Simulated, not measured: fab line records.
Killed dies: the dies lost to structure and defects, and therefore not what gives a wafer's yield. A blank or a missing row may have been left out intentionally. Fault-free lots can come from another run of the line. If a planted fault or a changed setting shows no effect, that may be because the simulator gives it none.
Split-lot experiment :: flow n5 finfet :: route with 1938 steps; 7 lots, 21 wafers read

THE SPLIT
At N5_HKMG_FIN_ETCH_32 (etches SOC in N2/H2, target depth 240 nm, time 300 s), the setting bias w was moved away from the recipe's 150 W on 3 of the 21 wafers read, by -11.5% to +7.6%. The other wafers ran this setting at the recipe's value.

The split's own step is where the reading is taken.

THE READING
rf vpp V, in V, at N5_HKMG_FIN_ETCH_32 (etches SOC in N2/H2, target depth 240 nm, time 300 s). On this fab line, fault-free wafers typically give 524.0 V with a standard deviation of 2.8 V.

wafer: L075.3
tool, chamber at the split: rie diel-04, 0
bias w as run, W: 161.4
against the recipe: +7.6%
rf vpp V, V: 551.1
against lot-mates on the recipe: +24.4

wafer: L075.4
tool, chamber at the split: rie diel-04, 3
bias w as run, W: 161.4
against the recipe: +7.6%
rf vpp V, V: 551.4
against lot-mates on the recipe: +24.7

wafer: L075.5
tool, chamber at the split: rie diel-04, 0
bias w as run, W: 150
against the recipe: recipe
rf vpp V, V: 526.7
against lot-mates on the recipe: -

wafer: L076.1
tool, chamber at the split: rie diel-05, 0
bias w as run, W: 150
against the recipe: recipe
rf vpp V, V: 526.8
against lot-mates on the recipe: -

wafer: L076.4
tool, chamber at the split: rie diel-05, 2
bias w as run, W: 150
against the recipe: recipe
rf vpp V, V: 519.4
against lot-mates on the recipe: -

wafer: L076.6
tool, chamber at the split: rie diel-05, 0
bias w as run, W: 150
against the recipe: recipe
rf vpp V, V: 527.4
against lot-mates on the recipe: -

wafer: L077.2
tool, chamber at the split: rie diel-04, 1
bias w as run, W: 150
against the recipe: recipe
rf vpp V, V: 525.4
against lot-mates on the recipe: -

wafer: L077.3
tool, chamber at the split: rie diel-04, 3
bias w as run, W: 150
against the recipe: recipe
rf vpp V, V: 525.5
against lot-mates on the recipe: -

wafer: L077.6
tool, chamber at the split: rie diel-04, 1
bias w as run, W: 150
against the recipe: recipe
rf vpp V, V: 524.9
against lot-mates on the recipe: -

wafer: L078.1
tool, chamber at the split: rie diel-05, 3
bias w as run, W: 150
against the recipe: recipe
rf vpp V, V: 523.8
against lot-mates on the recipe: -

wafer: L078.3
tool, chamber at the split: rie diel-05, 1
bias w as run, W: 150
against the recipe: recipe
rf vpp V, V: 519.7
against lot-mates on the recipe: -

wafer: L078.5
tool, chamber at the split: rie diel-05, 0
bias w as run, W: 150
against the recipe: recipe
rf vpp V, V: 528.3
against lot-mates on the recipe: -

wafer: L082.1
tool, chamber at the split: rie diel-03, 2
bias w as run, W: 150
against the recipe: recipe
rf vpp V, V: 519.8
against lot-mates on the recipe: -

wafer: L082.3
tool, chamber at the split: rie diel-03, 3
bias w as run, W: 150
against the recipe: recipe
rf vpp V, V: 521.6
against lot-mates on the recipe: -

wafer: L082.5
tool, chamber at the split: rie diel-03, 0
bias w as run, W: 132.8
against the recipe: -11.5%
rf vpp V, V: 487.0
against lot-mates on the recipe: -33.7

wafer: L089.2
tool, chamber at the split: rie diel-03, 3
bias w as run, W: 150
against the recipe: recipe
rf vpp V, V: 521.0
against lot-mates on the recipe: -

wafer: L089.4
tool, chamber at the split: rie diel-03, 1
bias w as run, W: 150
against the recipe: recipe
rf vpp V, V: 525.4
against lot-mates on the recipe: -

wafer: L089.6
tool, chamber at the split: rie diel-03, 2
bias w as run, W: 150
against the recipe: recipe
rf vpp V, V: 519.1
against lot-mates on the recipe: -

wafer: L090.2
tool, chamber at the split: rie diel-05, 2
bias w as run, W: 150
against the recipe: recipe
rf vpp V, V: 527.8
against lot-mates on the recipe: -

wafer: L090.5
tool, chamber at the split: rie diel-05, 3
bias w as run, W: 150
against the recipe: recipe
rf vpp V, V: 522.9
against lot-mates on the recipe: -

wafer: L090.6
tool, chamber at the split: rie diel-05, 0
bias w as run, W: 150
against the recipe: recipe
rf vpp V, V: 527.3
against lot-mates on the recipe: -

FIT RESULTS
A straight line over all 21 wafers: rf vpp V changes by +3.39 V for each +1% of bias w; r = +0.97; the points scatter about the line by 3.1 V.
The same after taking each lot's own level away (the mean of its wafers on the recipe; 21 wafers): +3.07 V for each +1%; r = +0.98; scatter 2.5 V.
According to that fit, moving bias w by its largest amount changes the reading by 35 V.
From 520.70 to 526.70 V: that is the span of the lots' own levels, equal to 2.1 times the standard deviation above.
Hence the slope depends on the lot-to-lot level, as the two fits are not the same.
Check: -37 V against its lot-mates is what the line predicts for one of the wafers moved furthest among these (-11.5%) when that wafer is left out of the fit. Against them it came out at -33.7 V.
Tool readings at the split's step, against how far the setting was moved: rf vpp V r = +0.97.

OTHER SPLITS APPLIED TO THESE WAFERS
Other splits were also applied to these wafers ahead of the reading. Each is held against what the fit with the lots' levels taken away leaves over:
other split on the same wafers: N5_SDB_COAT_05 spin rpm
wafers away from the commonest value: 8
r with rf vpp V (lot level and that fit taken away): -0.05

other split on the same wafers: N5_SDB_ALD_29 ald cycles
wafers away from the commonest value: 8
r with rf vpp V (lot level and that fit taken away): -0.04

THE FILE'S OWN FIT
rf vpp V changes by +3.03 V for each +1% of bias w, r = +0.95.
